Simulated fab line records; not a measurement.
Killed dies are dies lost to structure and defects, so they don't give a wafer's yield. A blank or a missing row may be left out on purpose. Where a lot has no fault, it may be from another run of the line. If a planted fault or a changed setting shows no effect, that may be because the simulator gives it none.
Comparing a struck lot with a sound one	flow n5 finfet	42 steps out of a route of 1938
Sound: wafers L494.1, L494.3, L494.6. Struck: wafer L489.4. (L489.3, L489.6 of the same lot were not struck and are left out.) The cause comes at the end.
Per side, at each step with rows, come the tool, then ch with its chambers, and then its first start. Under that, the readings that differ: sound wafers	struck wafers	difference of the means	sigmas: that difference in standard deviations of wafers without a fault.
alike: readings with means less than 2 such deviations apart, plus words and numbers identical on both sides. not compared: withheld readings, readings lacking a value on some wafer, bounds such as >300 that could conceal the same value, and numbers that have no deviation in the record and whose values overlap.
The two part at a step that has a row with sigmas, a row that says differs or no value, or rows on one side only. Non-overlapping numbers with no deviation appear without sigmas and do not part them. A reading that every wafer of one side lacks parts them only if that side has two wafers or more.

first, 12 steps without rows for these wafers: N5_SD_EPI_N_STRIP_36 (strips in N2/H2); N5_SD_EPI_N_ETCHBACK_44 (etches SiNx in CH3F/O2, stops on SiO2, target depth 14.5 nm); N5_SD_EPI_N_ETCH_45 (etches SiOCN in CH3F/O2, target depth 6 nm); N5_SD_EPI_N_ETCH_16 (etches SiO2 in CHF3/O2, target depth 5 nm); N5_SD_EPI_N_STRIP_47 (strips in CHF3/O2); N5_SD_EPI_N_SD_RECESS_17 (chemistry HBr/Cl2/O2, target depth 41 nm, time 23.7 s, bt time 3 s); N5_SD_EPI_N_STRIP_38 (strips in N2/H2); N5_SD_EPI_N_WET_ETCH_43 (etches SiO2 in dHF, time 14 s, target depth 1.5 nm); N5_SD_EPI_N_STRIP_18 (strips in SPM, time 750 s); N5_SD_EPI_N_SRD_20 (time 30 s); N5_SD_EPI_N_PRECLEAN_48 (cleans in NF3:NH3, afs cycles 2, time 20 s, sublimation time 60 s); N5_SD_EPI_N_VAPOR_ETCH_50 (etches Si in HCl, time 54 s).
N5_SD_EPI_N_EPI_21: deposits Si:P, time 690 s.
  sound on epi rpcvd-02 ch 0, day 8 05:39; struck on epi rpcvd-01 ch 0, day 7 00:21
reading	sound	struck	difference	sigmas
chamber pressure Torr (Torr)	254.4 255.1 254.7	256.4	+1.7	+3
epi growth time s (s)	690 690 690	763.67	+73.67	
model.Si-P_of_SD_EPI_N_EPI_21.thk nm (nm)	58.8 58 58.8	63.6	+5.1	
N5_SD_EPI_N_EPI_MEAS_23:
  sound on film metro-02 at day 8 07:22; struck on film metro-01 at day 7 01:31
reading	sound	struck	difference	sigmas
thk nm (nm)	59.0 57.1 59.5	65.6	+7.1	+6
then, 24 steps without rows for these wafers: N5_SD_EPI_N_PRECLEAN_24 (cleans in O3/DIW, time 60 s); N5_SD_EPI_N_SRD_25 (time 30 s); N5_SD_EPI_N_PRECLEAN_49 (cleans in NF3:NH3, afs cycles 1, time 20 s, sublimation time 60 s); N5_SD_EPI_N_LINER_46 (material SiNx, target thk 3 nm); N5_SD_EPI_P_COAT_34 (time 60 s, resist thk 350 nm); N5_SD_EPI_P_COAT_35 (time 60 s, resist thk 35 nm); N5_SD_EPI_P_COAT_03 (resist thk 150 nm); N5_SD_EPI_P_EBR_05; N5_SD_EPI_P_SOFTBAKE_04 (time 60 s); N5_SD_EPI_P_EXPOSE_06 (exposes mask SD P BLK, target cd 240 nm); N5_SD_EPI_P_PEB_07 (peb time 60 s); N5_SD_EPI_P_DEVELOP_08 (develop time 30 s); N5_SD_EPI_P_DESCUM_14 (chemistry O2, time 7.9 s); N5_SD_EPI_P_ETCH_36 (etches SiARC in CF4, target depth 45.5 nm, time 75.8 s); N5_SD_EPI_P_ETCH_37 (etches SOC in N2/H2, overetch 108 nm, time 486 s); N5_SD_EPI_P_STRIP_38 (strips in N2/H2); N5_SD_EPI_P_ETCHBACK_46 (etches SiNx in CH3F/O2, stops on SiO2, target depth 17.5 nm); N5_SD_EPI_P_ETCH_47 (etches SiOCN in CH3F/O2, target depth 25 nm); N5_SD_EPI_P_ETCH_16 (etches SiO2 in CHF3/O2, target depth 5 nm); N5_SD_EPI_P_STRIP_50 (strips in CHF3/O2); N5_SD_EPI_P_SD_RECESS_17 (chemistry HBr/Cl2/O2, target depth 39.1 nm, bt time 3 s); N5_SD_EPI_P_WET_ETCH_45 (etches SiO2 in dHF, time 10.7 s, target depth 2 nm, rinse time 30 s); N5_SD_EPI_P_STRIP_40 (strips in N2/H2); N5_SD_EPI_P_PRECLEAN_52 (cleans in O3/DIW, time 60 s).
N5_SD_EPI_P_PRECLEAN_24: cleans in O3/DIW, time 45 s.
  sound on wet bench-04 ch 0,2,3, day 8 12:04; struck on wet bench-01 ch 0, day 7 06:28
reading	sound	struck	difference	sigmas
model.Si-P_of_SD_EPI_N_EPI_21.thk nm (nm)	58 57.2 58	62.8	+5.1	
N5_SD_ACTIVATION_RS_MEAS_03: uses a four-point probe to measure.
  sound on film metro-01 at day 8 12:34; struck on film metro-01 at day 7 07:03
reading	sound	struck	difference	sigmas
RS_SD_N (ohm/sq)	21.89 22.38 21.96	20.35	-1.73	-6
  alike: RS_SD_P
-- the record jumps here: 5 days lie between the struck wafers' starts before and after (it left off in module SD_ACTIVATION and takes up again in module BEOL_M4, whose first step shown is number 1111 of the route) --
N5_BEOL_M4_RC_MEAS_101:
  sound on prober-02 ch 0, day 13 17:04; struck on prober-02 ch 0, day 12 06:32
reading	sound	struck	difference	sigmas
RS_SD_N (ohm/sq)	28.7 29.1 28.7	26.2	-2.6	-7
SS_N (mV/dec)	70.9 70.3 70.6	72.0	+1.4	+2
  alike: DIBL_N, DIBL_P, IOFF_N, IOFF_P, ION_N, ION_P, SS_P, VT_N, VT_P
after that, 1 step had no rows for these wafers: N5_PASSIVATION_PROBE_49.

## WHERE THEY PART
First at N5_SD_EPI_N_EPI_21; last, within this record, at N5_BEOL_M4_RC_MEAS_101.

WHY: the cause the simulator had injected
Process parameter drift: epi rpcvd-01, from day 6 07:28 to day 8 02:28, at N5_SD_EPI_N_EPI_21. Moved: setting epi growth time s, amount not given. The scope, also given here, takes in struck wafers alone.
